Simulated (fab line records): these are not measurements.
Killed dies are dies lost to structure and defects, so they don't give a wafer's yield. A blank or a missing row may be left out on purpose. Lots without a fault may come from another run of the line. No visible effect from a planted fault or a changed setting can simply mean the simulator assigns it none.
The tool behind it: which one? | flow n5Finfet | 24 lots with 72 wafers sampled at 3 steps, on a route of 1938 steps

WHAT EACH GAUGE READ, for each wafer
N5_BEOL_M5_INSPECT_30: inspects for defects (brightfield). Usual: rawDefectCount reads 426 (standard deviation 94).
lot  | measured     | on               | rawDefectCount | flag
L074 | day 10 00:14 | defectInspect-01 | 452 754 600    | 
L075 | day 11 08:29 | defectInspect-02 | 471 314 340    | 
L076 | day 11 14:09 | defectInspect-02 | 402 406 297    | 
L077 | day 11 18:19 | defectInspect-01 | 393 585 426    | 
L078 | day 12 00:31 | defectInspect-02 | 437 544 501    | 
L080 | day 12 06:47 | defectInspect-01 | 529 526 403    | 
L081 | day 12 10:30 | defectInspect-02 | 472 484 407    | 
L082 | day 12 15:54 | defectInspect-02 | 405 453 495    | 
L083 | day 12 16:09 | defectInspect-02 | 466 433 504    | 
L084 | day 12 22:10 | defectInspect-01 | 447 425 545    | 
L085 | day 13 07:04 | defectInspect-01 | 390 642 375    | 
L086 | day 13 11:56 | defectInspect-02 | 388 343 295    | 
L092 | day 13 11:35 | defectInspect-02 | 319 393 473    | 
L088 | day 14 04:31 | defectInspect-01 | 411 524 609    | 
L089 | day 14 09:05 | defectInspect-01 | 439 522 519    | 
L087 | day 14 10:32 | defectInspect-01 | 379 562 434    | 
L090 | day 14 11:02 | defectInspect-01 | 350 297 271    | 
L091 | day 14 16:44 | defectInspect-01 | 401 382 375    | 
L093 | day 14 19:50 | defectInspect-02 | 290 408 425    | 
L079 | day 15 17:23 | defectInspect-02 | 357 423 537    | 
L097 | day 15 17:34 | defectInspect-02 | 323 262 329    | 
L096 | day 16 02:19 | defectInspect-01 | 415 330 343    | 
L094 | day 16 13:19 | defectInspect-02 | 539 428 370    | 
L095 | day 16 19:31 | defectInspect-01 | 567 497 262    | 

EACH LOT AND THE TOOL THAT RAN IT (in order: tool; ch and the chambers of the sampled wafers; start)
lot  | N5_BEOL_M5_ETCH_72                | N5_BEOL_M5_ETCH_61
L074 | rieDiel-06 ch 0,1,2, day 9 21:34  | rieDiel-06 ch 0,1,2, day 9 21:34
L075 | rieDiel-03 ch 2,3, day 11 06:59   | rieDiel-03 ch 2,3, day 11 07:00
L076 | rieDiel-01 ch 0,1,3, day 11 12:24 | rieDiel-01 ch 0,1,3, day 11 12:25
L077 | rieDiel-01 ch 0,3, day 11 15:31   | rieDiel-01 ch 0,3, day 11 15:32
L078 | rieDiel-06 ch 1,2,3, day 11 21:17 | rieDiel-06 ch 1,2,3, day 11 21:18
L080 | rieDiel-01 ch 1,2,3, day 12 05:46 | rieDiel-01 ch 1,2,3, day 12 05:47
L081 | rieDiel-01 ch 1,2,3, day 12 07:31 | rieDiel-01 ch 1,2,3, day 12 07:32
L082 | rieDiel-01 ch 0,3, day 12 15:07   | rieDiel-01 ch 0,3, day 12 15:07
L083 | rieDiel-01 ch 1,2, day 12 15:20   | rieDiel-01 ch 1,2, day 12 15:21
L084 | rieDiel-01 ch 1,2, day 12 19:38   | rieDiel-01 ch 1,2, day 12 19:39
L085 | rieDiel-06 ch 1,2,3, day 13 04:19 | rieDiel-06 ch 1,2,3, day 13 04:20
L086 | rieDiel-06 ch 1,2, day 13 10:34   | rieDiel-06 ch 1,2, day 13 10:35
L092 | rieDiel-01 ch 0,2,3, day 13 10:40 | rieDiel-01 ch 0,2,3, day 13 10:40
L088 | rieDiel-03 ch 0,1, day 14 01:10   | rieDiel-03 ch 0,1, day 14 01:11
L089 | rieDiel-01 ch 0,2,3, day 14 06:22 | rieDiel-01 ch 0,2,3, day 14 06:23
L087 | rieDiel-03 ch 0,1,3, day 14 06:23 | rieDiel-03 ch 0,1,3, day 14 06:23
L090 | rieDiel-01 ch 0,2,3, day 14 10:11 | rieDiel-01 ch 0,2,3, day 14 10:13
L091 | rieDiel-01 ch 0,1,2, day 14 14:53 | rieDiel-01 ch 0,1,2, day 14 14:55
L093 | rieDiel-01 ch 0,3, day 14 18:41   | rieDiel-01 ch 0,3, day 14 18:42
L079 | rieDiel-01 ch 0,1,2, day 15 15:11 | rieDiel-01 ch 0,1,2, day 15 15:13
L097 | rieDiel-03 ch 1,3, day 15 15:37   | rieDiel-03 ch 1,3, day 15 15:38
L096 | rieDiel-06 ch 0,1,3, day 16 01:02 | rieDiel-06 ch 0,1,3, day 16 01:04
L094 | rieDiel-01 ch 1,2,3, day 16 12:25 | rieDiel-01 ch 1,2,3, day 16 12:26
L095 | rieDiel-06 ch 0,2, day 16 16:13   | rieDiel-06 ch 0,2, day 16 16:14
- N5_BEOL_M5_ETCH_72: etches underlayer in N2/H2, target depth 6.5 nm, time 5.2 s.
- N5_BEOL_M5_ETCH_61: etches SiARC in CF4, target depth 15.6 nm, time 26 s.

AS READ BY THE TOOLS THEMSELVES (means over the sampled wafers that have a number; for cases with no such wafer, the mark the record gives instead)
N5_BEOL_M5_ETCH_72. Usual: drypumpMotorCurrentA 6.0 A, standard deviation 0.51; etchRfOnTimeS 5.16 s, standard deviation 0.096; oesProductAu 0.68 a.u., standard deviation 0.064; rfVppV 523.6 V, standard deviation 2.6; showerheadPlenumPTorr 2.53 Torr, standard deviation 0.086; throttleValvePct 18.00 %, standard deviation 0.18.
lot  | tool       | drypumpMotorCurrentA (A) | etchRfOnTimeS (s) | oesProductAu (a.u.) | rfVppV (V) | showerheadPlenumPTorr (Torr) | throttleValvePct (%) | flag
L074 | rieDiel-06 | 6.0                      | 5.17              | 0.61                | 523.7      | 2.55                         | 18.08                | 
L075 | rieDiel-03 | 5.1                      | 5.20              | 0.67                | 525.5      | 2.62                         | 17.94                | 
L076 | rieDiel-01 | 6.3                      | 5.15              | 0.70                | 522.0      | 2.49                         | 17.97                | 
L077 | rieDiel-01 | 6.2                      | 5.19              | 0.73                | 522.5      | 2.47                         | 17.97                | 
L078 | rieDiel-06 | 5.6                      | 5.17              | 0.72                | 523.6      | 2.53                         | 17.93                | 
L080 | rieDiel-01 | 6.2                      | 5.11              | 0.71                | 524.9      | 2.57                         | 17.96                | 
L081 | rieDiel-01 | 6.2                      | 5.12              | 0.71                | 524.1      | 2.57                         | 17.97                | 
L082 | rieDiel-01 | 6.2                      | 5.14              | 0.73                | 521.6      | 2.47                         | 17.98                | 
L083 | rieDiel-01 | 6.4                      | 5.13              | 0.70                | 526.1      | 2.64                         | 18.06                | 
L084 | rieDiel-01 | 6.4                      | 5.11              | 0.70                | 526.3      | 2.64                         | 18.06                | 
L085 | rieDiel-06 | 5.6                      | 5.13              | 0.70                | 524.0      | 2.53                         | 17.92                | 
L086 | rieDiel-06 | 6.0                      | 5.17              | 0.69                | 523.5      | 2.49                         | 17.87                | 
L092 | rieDiel-01 | 6.3                      | 5.07              | 0.72                | 524.2      | 2.54                         | 18.08                | 
L088 | rieDiel-03 | 5.9                      | 5.18              | 0.60                | 521.1      | 2.45                         | 17.82                | 
L089 | rieDiel-01 | 6.4                      | 5.11              | 0.71                | 523.4      | 2.53                         | 18.08                | 
L087 | rieDiel-03 | 5.7                      | 5.26              | 0.64                | 522.9      | 2.50                         | 17.95                | 
L090 | rieDiel-01 | 6.3                      | 5.15              | 0.70                | 524.0      | 2.53                         | 18.09                | 
L091 | rieDiel-01 | 6.4                      | 5.17              | 0.65                | 522.8      | 2.55                         | 18.10                | 
L093 | rieDiel-01 | 6.4                      | 5.17              | 0.68                | 521.7      | 2.45                         | 18.10                | 
L079 | rieDiel-01 | 6.4                      | 5.18              | 0.66                | 523.9      | 2.55                         | 18.12                | 
L097 | rieDiel-03 | 5.6                      | 5.26              | 0.66                | 522.6      | 2.52                         | 17.88                | 
L096 | rieDiel-06 | 5.6                      | 5.09              | 0.73                | 524.2      | 2.58                         | 17.94                | 
L094 | rieDiel-01 | 6.2                      | 5.12              | 0.68                | 524.5      | 2.56                         | 18.03                | 
L095 | rieDiel-06 | 6.4                      | 5.16              | 0.67                | 523.2      | 2.48                         | 18.00                | 

N5_BEOL_M5_ETCH_61. Usual: drypumpMotorCurrentA 6.0 A, standard deviation 0.51; etchRfOnTimeS 25.9 s, standard deviation 0.48; oesProductAu 0.68 a.u., standard deviation 0.064; rfVppV 184.0 V, standard deviation 1.2; showerheadPlenumPTorr 2.14 Torr, standard deviation 0.068; throttleValvePct 15.74 %, standard deviation 0.18.
lot  | tool       | drypumpMotorCurrentA (A) | etchRfOnTimeS (s) | oesProductAu (a.u.) | rfVppV (V) | showerheadPlenumPTorr (Torr) | throttleValvePct (%) | flag
L074 | rieDiel-06 | 6.0                      | 26.5              | 0.61                | 183.8      | 2.15                         | 15.84                | 
L075 | rieDiel-03 | 5.1                      | 26.2              | 0.67                | 184.4      | 2.20                         | 15.69                | 
L076 | rieDiel-01 | 6.3                      | 26.0              | 0.69                | 183.9      | 2.10                         | 15.75                | 
L077 | rieDiel-01 | 6.2                      | 25.6              | 0.74                | 183.9      | 2.08                         | 15.72                | 
L078 | rieDiel-06 | 5.6                      | 25.7              | 0.71                | 184.2      | 2.13                         | 15.62                | 
L080 | rieDiel-01 | 6.2                      | 25.8              | 0.71                | 184.7      | 2.17                         | 15.70                | 
L081 | rieDiel-01 | 6.2                      | 25.5              | 0.72                | 185.0      | 2.16                         | 15.70                | 
L082 | rieDiel-01 | 6.2                      | 25.7              | 0.73                | 184.1      | 2.08                         | 15.75                | 
L083 | rieDiel-01 | 6.3                      | 25.5              | 0.70                | 185.2      | 2.23                         | 15.76                | 
L084 | rieDiel-01 | 6.3                      | 25.4              | 0.70                | 184.5      | 2.22                         | 15.76                | 
L085 | rieDiel-06 | 5.6                      | 25.7              | 0.70                | 184.5      | 2.13                         | 15.64                | 
L086 | rieDiel-06 | 6.0                      | 25.8              | 0.69                | 183.2      | 2.09                         | 15.61                | 
L092 | rieDiel-01 | 6.3                      | 25.8              | 0.71                | 184.7      | 2.14                         | 15.81                | 
L088 | rieDiel-03 | 5.9                      | 26.0              | 0.60                | 183.3      | 2.07                         | 15.54                | 
L089 | rieDiel-01 | 6.3                      | 25.9              | 0.71                | 184.0      | 2.14                         | 15.82                | 
L087 | rieDiel-03 | 5.7                      | 26.2              | 0.64                | 183.7      | 2.11                         | 15.65                | 
L090 | rieDiel-01 | 6.3                      | 25.9              | 0.70                | 184.1      | 2.14                         | 15.83                | 
L091 | rieDiel-01 | 6.5                      | 26.2              | 0.66                | 184.0      | 2.15                         | 15.85                | 
L093 | rieDiel-01 | 6.4                      | 25.8              | 0.68                | 182.8      | 2.07                         | 15.88                | 
L079 | rieDiel-01 | 6.5                      | 25.9              | 0.66                | 184.9      | 2.15                         | 15.85                | 
L097 | rieDiel-03 | 5.6                      | 26.3              | 0.67                | 183.8      | 2.12                         | 15.56                | 
L096 | rieDiel-06 | 5.6                      | 25.5              | 0.73                | 184.5      | 2.17                         | 15.62                | 
L094 | rieDiel-01 | 6.2                      | 25.4              | 0.69                | 183.8      | 2.16                         | 15.76                | 
L095 | rieDiel-06 | 6.4                      | 25.9              | 0.66                | 183.5      | 2.09                         | 15.74                | 

THE ANSWER, worked out from the rows above alone
Rule: lot off if the mean of its wafers having a number is beyond 3 standard deviations from the usual mean. A lot without any number at a reading at which 4 lots or more have one is off too. Where the step has rows for the other lots, those lots are counted as sound. After the gauges, taken in route order, come the tools' own readings; for these a lot's mean is taken, as printed above. At the first step where some lot is off, the reading lying furthest off is the one used; lots without a number count as furthest.
No lot is off at any reading shown: from this, nothing can be told.

WHAT THE SIMULATOR HAD PUT IN
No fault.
